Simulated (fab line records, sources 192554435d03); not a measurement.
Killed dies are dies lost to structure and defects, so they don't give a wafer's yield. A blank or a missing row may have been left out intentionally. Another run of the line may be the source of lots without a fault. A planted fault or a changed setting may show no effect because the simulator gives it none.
Chamber matching	flow n5 finfet	4 sister chambers for N5_MOL_CONTACT_COAG_ALD_131 on ald sin-02
The step deposits SiO2, target thk 5 nm, pulse time 1 s, co reactant pulse time 1 s. 4 wafers are shown with their chamber, then 8 later ones without.

EACH WAFER AND ITS CHAMBER
wafer	chamber	heater power w (W)
L088.1	3	67
L090.2	2	79
L090.6	1	78
L094.1	0	69

WAFERS WITH NO CHAMBER GIVEN
wafer	heater power w (W)
L094.2	77
L094.6	67
L096.2	69
L096.4	68
L096.5	78
L097.1	70
L097.2	78
L097.5	70

WHICH CHAMBER EACH WENT THROUGH
wafer	from the rows above	in truth
L094.2	can't be placed: 1 or 2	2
L094.6	3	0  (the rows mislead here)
L096.2	0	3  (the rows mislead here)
L096.4	can't be placed: 0 or 3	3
L096.5	can't be placed: 1 or 2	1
L097.1	0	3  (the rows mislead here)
L097.2	can't be placed: 1 or 2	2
L097.5	0	0
1 of 8 placed correctly. Unplaceable from these rows: 4, with the true chamber sitting among the candidates in 4. Wrongly placed: 3.
How it was worked out, from the rows above alone: a wafer's distance from a chamber is the root of the sum, over the readings, of the square of ((its reading less the chamber's mean) divided by the reading's scatter). The wafer belongs to the nearest chamber; if the next one is less than 2 further off, it can't be placed. A chamber's mean is the mean of its shown wafers. The scatter: root of mean squared gap, hidden wafer to nearest shown wafer, with one shown wafer a chamber.
